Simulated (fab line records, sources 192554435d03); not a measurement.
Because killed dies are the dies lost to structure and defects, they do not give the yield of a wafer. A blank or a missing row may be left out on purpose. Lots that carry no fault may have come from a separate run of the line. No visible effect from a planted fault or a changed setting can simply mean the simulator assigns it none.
fab line records || flow n5_finfet || part 2 of 2: steps 21 to 21 of 21
record: {"lots": 6, "wafers": 18, "last_day": 17}
route steps=1938 shown BEOL_M0@731 BEOL_M4@1111 PASSIVATION@1936
lots that met no fault: taken from a fault-free run of the same line
start_h: hours from the record's first day to the start of the lot's first wafer shown || wait_h: how many hours have passed since the lot's step before this one || " same as the row above || L1.1+2: a row that stands for several wafers || - no value, or no start was given || * or withheld: withheld || < > ~ a bound
route shown NAME@n: a module of which the file shows steps, and the number in the route of the first || usual: average and standard deviation across the fault-free wafers || same: alike in all rows || chamber/n: place in a boat || sites: readings site by site || _std_site: the values' standard deviation || _edge_site: mean of outer sites minus mean of inner sites || radius_mm: how far each site lies from the wafer's centre || mask NAME#n: copy n || behind: tool/chamber where the wafer was last shaped || hold: the reason the lot was held/the length of the hold in hours/how it ended || device: whichever transistor did not switch (one of n, p or np) || end of line: the route-end tests of the same wafers || a step given without rows: its recipe and nothing more || killed: the dies lost at the first sort to structure and to defects; this is not the yield of the wafer || map: the dies of a wafer, with x for killed, . for not killed, _ for no die there
set.NAME: setting as actually run; set.NAME@STEP: the setting as run at that earlier step || model.NAME: the simulator's own value behind a step, which no gauge read
certain route steps with their lots: each step a table, each wafer a row
services: from which hour (start_h, from the record's first day; less than 0 if before it) a tool's chamber was out of use, for how many hours, and why
== steps ==
step: N5_PASSIVATION_PROBE_49
usual: {"defect_limited_yield": "91.6/1.2", "killed_at_M0_to_M3": "33/9.4", "killed_at_M4_up": "13/5.2", "killed_at_contacts": "13/5.6", "killed_at_front_end": "37/9.5", "killed_at_other": "4/3.1", "killed_dies": "99/15", "killed_on_rim": "13/3.6", "killed_open": "65/11", "killed_short": "32/7.5", "sort_bin_5_function": "4.9/0.77", "sort_bin_6_memory": "3.1/0.65", "sort_bin_8_speed": "0.01/0.056", "sort_n_pass": "1081/15", "sort_yield_pct": "91.6/1.2"}
same: {"gross_dies": 1180, "killed_at_back_side": 0, "sort_bin_4_leakage[%]": 0}
{"lot.wafer": "L431.2", "tool": "prober-02", "chamber": "-", "start_h": 322.33, "wait_h": 0.1, "defect_limited_yield[%]": 92.1, "killed_at_M0_to_M3": 35, "killed_at_M4_up": 15, "killed_at_contacts": 8, "killed_at_front_end": 34, "killed_at_other": 1, "killed_dies": 93, "killed_on_rim": 9, "killed_open": 70, "killed_short": 22, "sort_bin_5_function[%]": 5.4, "sort_bin_6_memory[%]": 2.3, "sort_bin_8_speed[%]": 0, "sort_n_pass": 1087, "sort_yield_pct[%]": 92.1}
{"lot.wafer": "L431.3", "tool": "prober-02", "chamber": "-", "start_h": 322.38, "wait_h": 0.1, "defect_limited_yield[%]": 90.8, "killed_at_M0_to_M3": 40, "killed_at_M4_up": 21, "killed_at_contacts": 8, "killed_at_front_end": 36, "killed_at_other": 3, "killed_dies": 108, "killed_on_rim": 13, "killed_open": 57, "killed_short": 48, "sort_bin_5_function[%]": 4.3, "sort_bin_6_memory[%]": 4.0, "sort_bin_8_speed[%]": 0, "sort_n_pass": 1072, "sort_yield_pct[%]": 90.8}
{"lot.wafer": "L431.4", "tool": "prober-02", "chamber": "-", "start_h": 322.43, "wait_h": 0.2, "defect_limited_yield[%]": 91.4, "killed_at_M0_to_M3": 28, "killed_at_M4_up": 26, "killed_at_contacts": 13, "killed_at_front_end": 32, "killed_at_other": 2, "killed_dies": 101, "killed_on_rim": 11, "killed_open": 68, "killed_short": 33, "sort_bin_5_function[%]": 5.7, "sort_bin_6_memory[%]": 2.6, "sort_bin_8_speed[%]": 0, "sort_n_pass": 1079, "sort_yield_pct[%]": 91.4}
{"lot.wafer": "L436.1", "tool": "prober-02", "chamber": "-", "start_h": 325.91, "wait_h": 0.0, "defect_limited_yield[%]": 0, "killed_at_M0_to_M3": 1108, "killed_at_M4_up": 7, "killed_at_contacts": 15, "killed_at_front_end": 46, "killed_at_other": 4, "killed_dies": 1180, "killed_on_rim": 152, "killed_open": 67, "killed_short": 40, "sort_bin_5_function[%]": 4.7, "sort_bin_6_memory[%]": 3.9, "sort_bin_8_speed[%]": 0, "sort_n_pass": 0, "sort_yield_pct[%]": 0}
{"lot.wafer": "L436.3", "tool": "prober-02", "chamber": "-", "start_h": 326.01, "wait_h": 0.1, "defect_limited_yield[%]": 0, "killed_at_M0_to_M3": 1111, "killed_at_M4_up": 19, "killed_at_contacts": 12, "killed_at_front_end": 34, "killed_at_other": 4, "killed_dies": 1180, "killed_on_rim": 152, "killed_open": 81, "killed_short": 31, "sort_bin_5_function[%]": 5.3, "sort_bin_6_memory[%]": 3.9, "sort_bin_8_speed[%]": 0, "sort_n_pass": 0, "sort_yield_pct[%]": 0}
{"lot.wafer": "L436.6", "tool": "prober-02", "chamber": "-", "start_h": 326.16, "wait_h": 0.3, "defect_limited_yield[%]": 0, "killed_at_M0_to_M3": 1121, "killed_at_M4_up": 22, "killed_at_contacts": 9, "killed_at_front_end": 26, "killed_at_other": 2, "killed_dies": 1180, "killed_on_rim": 152, "killed_open": 53, "killed_short": 25, "sort_bin_5_function[%]": 3.7, "sort_bin_6_memory[%]": 2.5, "sort_bin_8_speed[%]": 0, "sort_n_pass": 0, "sort_yield_pct[%]": 0}
{"lot.wafer": "L437.1", "tool": "prober-01", "chamber": "-", "start_h": 339.76, "wait_h": 0.0, "defect_limited_yield[%]": 0, "killed_at_M0_to_M3": 1133, "killed_at_M4_up": 14, "killed_at_contacts": 4, "killed_at_front_end": 23, "killed_at_other": 6, "killed_dies": 1180, "killed_on_rim": 152, "killed_open": 52, "killed_short": 28, "sort_bin_5_function[%]": 3.8, "sort_bin_6_memory[%]": 2.7, "sort_bin_8_speed[%]": 0, "sort_n_pass": 0, "sort_yield_pct[%]": 0}
{"lot.wafer": "L437.3", "tool": "prober-01", "chamber": "-", "start_h": 339.86, "wait_h": 0.1, "defect_limited_yield[%]": 0, "killed_at_M0_to_M3": 1114, "killed_at_M4_up": 9, "killed_at_contacts": 12, "killed_at_front_end": 36, "killed_at_other": 9, "killed_dies": 1180, "killed_on_rim": 152, "killed_open": 57, "killed_short": 31, "sort_bin_5_function[%]": 4.6, "sort_bin_6_memory[%]": 2.7, "sort_bin_8_speed[%]": 0, "sort_n_pass": 0, "sort_yield_pct[%]": 0}
{"lot.wafer": "L437.4", "tool": "prober-01", "chamber": "-", "start_h": 339.91, "wait_h": 0.2, "defect_limited_yield[%]": 0, "killed_at_M0_to_M3": 1110, "killed_at_M4_up": 10, "killed_at_contacts": 16, "killed_at_front_end": 32, "killed_at_other": 12, "killed_dies": 1180, "killed_on_rim": 152, "killed_open": 62, "killed_short": 37, "sort_bin_5_function[%]": 5.3, "sort_bin_6_memory[%]": 2.6, "sort_bin_8_speed[%]": 0, "sort_n_pass": 0, "sort_yield_pct[%]": 0}
{"lot.wafer": "L441.1", "tool": "prober-02", "chamber": "-", "start_h": 374.36, "wait_h": 0.0, "defect_limited_yield[%]": 90.3, "killed_at_M0_to_M3": 41, "killed_at_M4_up": 8, "killed_at_contacts": 10, "killed_at_front_end": 55, "killed_at_other": 0, "killed_dies": 114, "killed_on_rim": 14, "killed_open": 74, "killed_short": 40, "sort_bin_5_function[%]": 5.7, "sort_bin_6_memory[%]": 3.8, "sort_bin_8_speed[%]": 0, "sort_n_pass": 1066, "sort_yield_pct[%]": 90.3}
{"lot.wafer": "L441.2", "tool": "prober-02", "chamber": "-", "start_h": 374.41, "wait_h": 0.1, "defect_limited_yield[%]": 91.5, "killed_at_M0_to_M3": 29, "killed_at_M4_up": 15, "killed_at_contacts": 16, "killed_at_front_end": 39, "killed_at_other": 1, "killed_dies": 100, "killed_on_rim": 14, "killed_open": 69, "killed_short": 30, "sort_bin_5_function[%]": 4.7, "sort_bin_6_memory[%]": 3.4, "sort_bin_8_speed[%]": 0, "sort_n_pass": 1080, "sort_yield_pct[%]": 91.5}
{"lot.wafer": "L441.4", "tool": "prober-02", "chamber": "-", "start_h": 374.51, "wait_h": 0.2, "defect_limited_yield[%]": 93.5, "killed_at_M0_to_M3": 24, "killed_at_M4_up": 7, "killed_at_contacts": 24, "killed_at_front_end": 22, "killed_at_other": 0, "killed_dies": 77, "killed_on_rim": 8, "killed_open": 44, "killed_short": 32, "sort_bin_5_function[%]": 4.5, "sort_bin_6_memory[%]": 1.9, "sort_bin_8_speed[%]": 0, "sort_n_pass": 1103, "sort_yield_pct[%]": 93.5}
{"lot.wafer": "L446.1", "tool": "prober-01", "chamber": "-", "start_h": 376.33, "wait_h": 0.0, "defect_limited_yield[%]": 89.9, "killed_at_M0_to_M3": 38, "killed_at_M4_up": 7, "killed_at_contacts": 13, "killed_at_front_end": 60, "killed_at_other": 1, "killed_dies": 119, "killed_on_rim": 14, "killed_open": 74, "killed_short": 39, "sort_bin_5_function[%]": 5.2, "sort_bin_6_memory[%]": 4.4, "sort_bin_8_speed[%]": 0, "sort_n_pass": 1061, "sort_yield_pct[%]": 89.9}
{"lot.wafer": "L446.2", "tool": "prober-01", "chamber": "-", "start_h": 376.38, "wait_h": 0.1, "defect_limited_yield[%]": 90.2, "killed_at_M0_to_M3": 40, "killed_at_M4_up": 9, "killed_at_contacts": 15, "killed_at_front_end": 52, "killed_at_other": 0, "killed_dies": 116, "killed_on_rim": 14, "killed_open": 71, "killed_short": 44, "sort_bin_5_function[%]": 6.2, "sort_bin_6_memory[%]": 3.6, "sort_bin_8_speed[%]": 0.08, "sort_n_pass": 1063, "sort_yield_pct[%]": 90.1}
{"lot.wafer": "L446.6", "tool": "prober-01", "chamber": "-", "start_h": 376.58, "wait_h": 0.3, "defect_limited_yield[%]": 91.4, "killed_at_M0_to_M3": 24, "killed_at_M4_up": 7, "killed_at_contacts": 18, "killed_at_front_end": 51, "killed_at_other": 2, "killed_dies": 102, "killed_on_rim": 18, "killed_open": 74, "killed_short": 27, "sort_bin_5_function[%]": 5.1, "sort_bin_6_memory[%]": 3.1, "sort_bin_8_speed[%]": 0, "sort_n_pass": 1078, "sort_yield_pct[%]": 91.4}
{"lot.wafer": "L449.2", "tool": "prober-01", "chamber": "-", "start_h": 408.89, "wait_h": 0.1, "defect_limited_yield[%]": 92.2, "killed_at_M0_to_M3": 25, "killed_at_M4_up": 14, "killed_at_contacts": 7, "killed_at_front_end": 40, "killed_at_other": 6, "killed_dies": 92, "killed_on_rim": 10, "killed_open": 71, "killed_short": 21, "sort_bin_5_function[%]": 4.2, "sort_bin_6_memory[%]": 3.6, "sort_bin_8_speed[%]": 0, "sort_n_pass": 1088, "sort_yield_pct[%]": 92.2}
{"lot.wafer": "L449.4", "tool": "prober-01", "chamber": "-", "start_h": 408.99, "wait_h": 0.2, "defect_limited_yield[%]": 91.4, "killed_at_M0_to_M3": 32, "killed_at_M4_up": 5, "killed_at_contacts": 12, "killed_at_front_end": 45, "killed_at_other": 7, "killed_dies": 101, "killed_on_rim": 12, "killed_open": 58, "killed_short": 43, "sort_bin_5_function[%]": 5.5, "sort_bin_6_memory[%]": 2.7, "sort_bin_8_speed[%]": 0, "sort_n_pass": 1079, "sort_yield_pct[%]": 91.4}
{"lot.wafer": "L449.6", "tool": "prober-01", "chamber": "-", "start_h": 409.09, "wait_h": 0.3, "defect_limited_yield[%]": 90.3, "killed_at_M0_to_M3": 41, "killed_at_M4_up": 10, "killed_at_contacts": 20, "killed_at_front_end": 36, "killed_at_other": 7, "killed_dies": 114, "killed_on_rim": 15, "killed_open": 69, "killed_short": 43, "sort_bin_5_function[%]": 5.8, "sort_bin_6_memory[%]": 3.3, "sort_bin_8_speed[%]": 0, "sort_n_pass": 1066, "sort_yield_pct[%]": 90.3}
killed by level:class
L431.2 BEOL_M0_SAQP:geometric_particle:open=9 BEOL_M4:geometric_particle:open=9 BEOL_M2:geometric_particle:open=7 STARTING-WAFER:geometric_particle:open=7 BEOL_M0_SAQP:geometric_particle:short=5 BEOL_M3:geometric_particle:open=5 FIN_SAQP:geometric_particle:open=4 SPACER0:geometric_particle:open=4
L431.3 BEOL_M0_SAQP:geometric_particle:short=17 BEOL_M4:geometric_particle:open=12 BEOL_M2:geometric_particle:open=10 SPACER0:geometric_particle:short=7 MOL_CONTACT_COAG:geometric_particle:open=6 FIN_SAQP:geometric_particle:short=5 GATE_CUT:geometric_particle:open=5 GATE_CUT:geometric_particle:short=4
L431.4 BEOL_M4:geometric_particle:open=13 MOL_CONTACT_COAG:geometric_particle:open=10 BEOL_M2:geometric_particle:open=6 FIN_SAQP:geometric_particle:open=5 STI_FIN_REVEAL:geometric_particle:open=5 ILD0:geometric_particle:open=5 BEOL_M4:geometric_particle:short=5 BEOL_M0:geometric_particle:open=4
L436.1 BEOL_M0:area_cmp=1073 MOL_CONTACT_COAG:geometric_particle:open=12 FIN_SAQP:geometric_particle:open=10 BEOL_M1:geometric_particle:open=10 BEOL_M3:geometric_particle:open=9 ILD0:geometric_particle:short=8 ILD0:geometric_particle:open=6 STARTING-WAFER:geometric_particle:open=6
L436.3 BEOL_M0:area_cmp=1068 BEOL_M4:geometric_particle:open=10 BEOL_M3:geometric_particle:open=10 BEOL_M0_SAQP:geometric_particle:open=9 BEOL_M1:geometric_particle:open=8 MOL_CONTACT_COAG:geometric_particle:open=7 BEOL_M2:geometric_particle:open=6 STI_FIN_REVEAL:geometric_particle:open=5
L436.6 BEOL_M0:area_cmp=1100 BEOL_M1:geometric_particle:open=12 BEOL_M4:geometric_particle:open=8 MOL_CONTACT_COAG:geometric_particle:open=7 STI_FIN_REVEAL:geometric_particle:open=6 FIN_SAQP:geometric_particle:short=5 BEOL_M5:geometric_particle:open=5 ILD0:geometric_particle:short=4
L437.1 BEOL_M0:area_cmp=1100 BEOL_M0_SAQP:geometric_particle:short=10 BEOL_M0_SAQP:geometric_particle:open=9 BEOL_M4:geometric_particle:open=8 STI_FIN_REVEAL:geometric_particle:open=7 BEOL_M2:geometric_particle:open=6 FIN_SAQP:geometric_particle:open=5 BEOL_M3:geometric_particle:open=5
L437.3 BEOL_M0:area_cmp=1092 STI_FIN_REVEAL:geometric_particle:open=10 BEOL_M2:geometric_particle:open=8 MOL_CONTACT_COAG:geometric_particle:open=7 STARTING-WAFER:geometric_particle:short=6 MOL_CONTACT_COAG:geometric_particle:short=5 BEOL_M0_SAQP:geometric_particle:short=4 FIN_SAQP:geometric_particle:short=3
L437.4 BEOL_M0:area_cmp=1080 MOL_CONTACT_COAG:geometric_particle:open=14 FIN_SAQP:geometric_particle:short=8 BEOL_M2:geometric_particle:open=8 BEOL_M3:geometric_particle:open=8 PAD_METAL:geometric_particle:short=6 ILD0:geometric_particle:short=6 BEOL_M0_SAQP:geometric_particle:open=6
L441.1 FIN_SAQP:geometric_particle:short=17 BEOL_M3:geometric_particle:open=14 FIN_SAQP:geometric_particle:open=9 BEOL_M2:geometric_particle:open=9 MOL_CONTACT_COAG:geometric_particle:open=8 STI_FIN_REVEAL:geometric_particle:open=7 BEOL_M0_SAQP:geometric_particle:open=6 SPACER0:geometric_particle:short=4
L441.2 MOL_CONTACT_COAG:geometric_particle:open=12 STI_FIN_REVEAL:geometric_particle:open=11 BEOL_M4:geometric_particle:open=10 BEOL_M3:geometric_particle:open=9 GATE_CUT:geometric_particle:short=6 BEOL_M0_SAQP:geometric_particle:open=6 FIN_SAQP:geometric_particle:open=4 MOL_CONTACT_COAG:geometric_particle:short=4
L441.4 MOL_CONTACT_COAG:geometric_particle:open=16 BEOL_M0_SAQP:geometric_particle:short=9 MOL_CONTACT_COAG:geometric_particle:short=8 BEOL_M0_SAQP:geometric_particle:open=6 GATE_CUT:geometric_particle:short=5 BEOL_M3:geometric_particle:open=4 FIN_SAQP:geometric_particle:open=3 STI_FIN_REVEAL:geometric_particle:open=3
L446.1 FIN_SAQP:geometric_particle:open=24 BEOL_M0_SAQP:geometric_particle:short=12 MOL_CONTACT_COAG:geometric_particle:open=10 BEOL_M0_SAQP:geometric_particle:open=10 FIN_SAQP:geometric_particle:short=8 GATE_CUT:geometric_particle:short=5 HKMG_FIN:area_etch=5 STI_FIN_REVEAL:geometric_particle:open=4
L446.2 FIN_SAQP:geometric_particle:open=17 FIN_SAQP:geometric_particle:short=13 MOL_CONTACT_COAG:geometric_particle:open=12 BEOL_M3:geometric_particle:open=10 BEOL_M0_SAQP:geometric_particle:short=9 BEOL_M0_SAQP:geometric_particle:open=7 BEOL_M2:geometric_particle:open=7 STI_FIN_REVEAL:geometric_particle:open=5
L446.6 FIN_SAQP:geometric_particle:open=22 MOL_CONTACT_COAG:geometric_particle:open=16 FIN_SAQP:geometric_particle:short=9 BEOL_M3:geometric_particle:open=8 BEOL_M4:geometric_particle:open=6 BEOL_M0_SAQP:geometric_particle:short=5 ILD0:geometric_particle:open=4 GATE_CUT:geometric_particle:short=4
L449.2 FIN_SAQP:geometric_particle:open=13 BEOL_M2:geometric_particle:open=9 BEOL_M0_SAQP:geometric_particle:open=9 FIN_SAQP:geometric_particle:short=7 BEOL_M4:geometric_particle:open=7 MOL_CONTACT_COAG:geometric_particle:open=6 STI_FIN_REVEAL:geometric_particle:open=5 DUMMY_GATE:geometric_particle:open=4
L449.4 STI_FIN_REVEAL:geometric_particle:open=11 BEOL_M3:geometric_particle:open=9 BEOL_M0_SAQP:geometric_particle:short=8 MOL_CONTACT_COAG:geometric_particle:open=7 FIN_SAQP:geometric_particle:short=6 FIN_SAQP:geometric_particle:open=6 BEOL_M2:geometric_particle:open=6 MOL_CONTACT_COAG:geometric_particle:short=5
L449.6 MOL_CONTACT_COAG:geometric_particle:open=17 BEOL_M0_SAQP:geometric_particle:short=13 BEOL_M4:geometric_particle:open=8 BEOL_M0_SAQP:geometric_particle:open=8 FIN_SAQP:geometric_particle:open=5 FIN_SAQP:geometric_particle:short=5 BEOL_M2:geometric_particle:open=5 BEOL_M1:geometric_particle:open=5
map L436.1 (x killed, . not)
_________________xxxxxxxxxxxx________________
______________xxxxxxxxxxxxxxxxxx_____________
___________xxxxxxxxxxxxxxxxxxxxxxxx__________
__________xxxxxxxxxxxxxxxxxxxxxxxxxx_________
________xxxxxxxxxxxxxxxxxxxxxxxxxxxxxx_______
_______xxxxxxxxxxxxxxxxxxxxxxxxxxxxxxxx______
______xxxxxxxxxxxxxxxxxxxxxxxxxxxxxxxxxx_____
_____xxxxxxxxxxxxxxxxxxxxxxxxxxxxxxxxxxxx____
____xxxxxxxxxxxxxxxxxxxxxxxxxxxxxxxxxxxxxx___
___xxxxxxxxxxxxxxxxxxxxxxxxxxxxxxxxxxxxxxxx__
___xxxxxxxxxxxxxxxxxxxxxxxxxxxxxxxxxxxxxxxx__
__xxxxxxxxxxxxxxxxxxxxxxxxxxxxxxxxxxxxxxxxxx_
__xxxxxxxxxxxxxxxxxxxxxxxxxxxxxxxxxxxxxxxxxx_
_xxxxxxxxxxxxxxxxxxxxxxxxxxxxxxxxxxxxxxxxxxxx
_xxxxxxxxxxxxxxxxxxxxxxxxxxxxxxxxxxxxxxxxxxxx
_xxxxxxxxxxxxxxxxxxxxxxxxxxxxxxxxxxxxxxxxxxxx
_xxxxxxxxxxxxxxxxxxxxxxxxxxxxxxxxxxxxxxxxxxxx
_xxxxxxxxxxxxxxxxxxxxxxxxxxxxxxxxxxxxxxxxxxxx
_xxxxxxxxxxxxxxxxxxxxxxxxxxxxxxxxxxxxxxxxxxxx
_xxxxxxxxxxxxxxxxxxxxxxxxxxxxxxxxxxxxxxxxxxxx
_xxxxxxxxxxxxxxxxxxxxxxxxxxxxxxxxxxxxxxxxxxxx
__xxxxxxxxxxxxxxxxxxxxxxxxxxxxxxxxxxxxxxxxxx_
__xxxxxxxxxxxxxxxxxxxxxxxxxxxxxxxxxxxxxxxxxx_
___xxxxxxxxxxxxxxxxxxxxxxxxxxxxxxxxxxxxxxxx__
___xxxxxxxxxxxxxxxxxxxxxxxxxxxxxxxxxxxxxxxx__
____xxxxxxxxxxxxxxxxxxxxxxxxxxxxxxxxxxxxxx___
_____xxxxxxxxxxxxxxxxxxxxxxxxxxxxxxxxxxxx____
______xxxxxxxxxxxxxxxxxxxxxxxxxxxxxxxxxx_____
_______xxxxxxxxxxxxxxxxxxxxxxxxxxxxxxxx______
________xxxxxxxxxxxxxxxxxxxxxxxxxxxxxx_______
__________xxxxxxxxxxxxxxxxxxxxxxxxxx_________
___________xxxxxxxxxxxxxxxxxxxxxxxx__________
______________xxxxxxxxxxxxxxxxxx_____________
_________________xxxxxxxxxxxx________________
map L437.1 (x killed, . not)
_________________xxxxxxxxxxxx________________
______________xxxxxxxxxxxxxxxxxx_____________
___________xxxxxxxxxxxxxxxxxxxxxxxx__________
__________xxxxxxxxxxxxxxxxxxxxxxxxxx_________
________xxxxxxxxxxxxxxxxxxxxxxxxxxxxxx_______
_______xxxxxxxxxxxxxxxxxxxxxxxxxxxxxxxx______
______xxxxxxxxxxxxxxxxxxxxxxxxxxxxxxxxxx_____
_____xxxxxxxxxxxxxxxxxxxxxxxxxxxxxxxxxxxx____
____xxxxxxxxxxxxxxxxxxxxxxxxxxxxxxxxxxxxxx___
___xxxxxxxxxxxxxxxxxxxxxxxxxxxxxxxxxxxxxxxx__
___xxxxxxxxxxxxxxxxxxxxxxxxxxxxxxxxxxxxxxxx__
__xxxxxxxxxxxxxxxxxxxxxxxxxxxxxxxxxxxxxxxxxx_
__xxxxxxxxxxxxxxxxxxxxxxxxxxxxxxxxxxxxxxxxxx_
_xxxxxxxxxxxxxxxxxxxxxxxxxxxxxxxxxxxxxxxxxxxx
_xxxxxxxxxxxxxxxxxxxxxxxxxxxxxxxxxxxxxxxxxxxx
_xxxxxxxxxxxxxxxxxxxxxxxxxxxxxxxxxxxxxxxxxxxx
_xxxxxxxxxxxxxxxxxxxxxxxxxxxxxxxxxxxxxxxxxxxx
_xxxxxxxxxxxxxxxxxxxxxxxxxxxxxxxxxxxxxxxxxxxx
_xxxxxxxxxxxxxxxxxxxxxxxxxxxxxxxxxxxxxxxxxxxx
_xxxxxxxxxxxxxxxxxxxxxxxxxxxxxxxxxxxxxxxxxxxx
_xxxxxxxxxxxxxxxxxxxxxxxxxxxxxxxxxxxxxxxxxxxx
__xxxxxxxxxxxxxxxxxxxxxxxxxxxxxxxxxxxxxxxxxx_
__xxxxxxxxxxxxxxxxxxxxxxxxxxxxxxxxxxxxxxxxxx_
___xxxxxxxxxxxxxxxxxxxxxxxxxxxxxxxxxxxxxxxx__
___xxxxxxxxxxxxxxxxxxxxxxxxxxxxxxxxxxxxxxxx__
____xxxxxxxxxxxxxxxxxxxxxxxxxxxxxxxxxxxxxx___
_____xxxxxxxxxxxxxxxxxxxxxxxxxxxxxxxxxxxx____
______xxxxxxxxxxxxxxxxxxxxxxxxxxxxxxxxxx_____
_______xxxxxxxxxxxxxxxxxxxxxxxxxxxxxxxx______
________xxxxxxxxxxxxxxxxxxxxxxxxxxxxxx_______
__________xxxxxxxxxxxxxxxxxxxxxxxxxx_________
___________xxxxxxxxxxxxxxxxxxxxxxxx__________
______________xxxxxxxxxxxxxxxxxx_____________
_________________xxxxxxxxxxxx________________
== services ==
{"tool": "cmp-03", "chamber": "-", "start_h": 122.31, "hours": 4.0, "kind": "pm"}
{"tool": "cmp-03", "chamber": "-", "start_h": 126.31, "hours": "-", "kind": "consumable_replace:conditioner"}
{"tool": "cmp-03", "chamber": "-", "start_h": 126.31, "hours": "-", "kind": "consumable_replace:pad"}
{"tool": "cmp-04", "chamber": "-", "start_h": 126.40, "hours": 0.5, "kind": "repair"}
{"tool": "pvd_sputter-01", "chamber": "-", "start_h": 129.15, "hours": 1.9, "kind": "repair"}
{"tool": "cmp-04", "chamber": "-", "start_h": 132.51, "hours": 3.9, "kind": "repair"}
{"tool": "cvd_co-02", "chamber": "-", "start_h": 137.59, "hours": 2.8, "kind": "pm"}
{"tool": "cmp-03", "chamber": "-", "start_h": 137.84, "hours": 5.7, "kind": "pm"}
{"tool": "cmp-03", "chamber": "-", "start_h": 157.44, "hours": 0.8, "kind": "repair"}
{"tool": "cmp-04", "chamber": "-", "start_h": 168.52, "hours": 7.0, "kind": "pm"}
{"tool": "cmp-03", "chamber": "-", "start_h": 178.16, "hours": 0.6, "kind": "repair"}
{"tool": "cvd_co-01", "chamber": "-", "start_h": 189.76, "hours": 1.3, "kind": "repair"}
{"tool": "cmp-03", "chamber": "-", "start_h": 192.81, "hours": 6.1, "kind": "repair"}
{"tool": "cvd_co-02", "chamber": 2, "start_h": 195.82, "hours": 16.5, "kind": "repair"}
{"tool": "cmp-04", "chamber": "-", "start_h": 202.78, "hours": 8.0, "kind": "repair"}
{"tool": "cmp-01", "chamber": "-", "start_h": 208.03, "hours": 0.7, "kind": "repair"}
{"tool": "pvd_sputter-02", "chamber": "-", "start_h": 238.19, "hours": 1.5, "kind": "repair"}
{"tool": "cvd_co-01", "chamber": "-", "start_h": 241.20, "hours": 0.5, "kind": "repair"}
== key ==
first_sign: {"step": "N5_BEOL_M0_CMP_120", "reading": "tool_record", "direction": "missing"}
effect: {"step": "N5_BEOL_M0_RS_MEAS_126", "reading": "M0_RS", "direction": "down", "sigmas": 28, "usual": 0.537, "struck": 0.063}
effect: {"step": "N5_BEOL_M0_INSPECT_127", "reading": "raw_defect_count", "direction": "up", "sigmas": "99+", "usual": 67, "struck": 3561}
effect: {"step": "N5_PASSIVATION_PROBE_49", "reading": "killed_at_M0_to_M3", "direction": "up", "sigmas": "99+", "usual": 33, "struck": 1116}
model_effect: {"step": "N5_BEOL_M0_CMP_120", "value": "SiOC_of_BEOL_M0_SAQP_ILD_DEP_01.thk_nm", "without": 39.37, "struck": 42.37}
more_kills_born_at: {"N5_BEOL_M0_CMP_120@cmp-03": 3272, "N5_BEOL_M0_CMP_120@cmp-04": 3241}
met_at N5_BEOL_M0_CMP_120
struck_wafers L436.1,L436.3,L436.6,L437.1,L437.3,L437.4
later_rows_left_out L436.1,L436.3,L436.6,L437.1,L437.3,L437.4
fault: {"kind": "skipped_step_whole", "tool": "cmp-03,cmp-04", "chamber": "-", "onset_h": 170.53, "steps": "N5_BEOL_M0_CMP_120", "scope": "struck_lots_only"}
later_rows_left_out: the simulator's readings of these wafers behind a module that went badly wrong aren't trusted and aren't shown, but for the sort
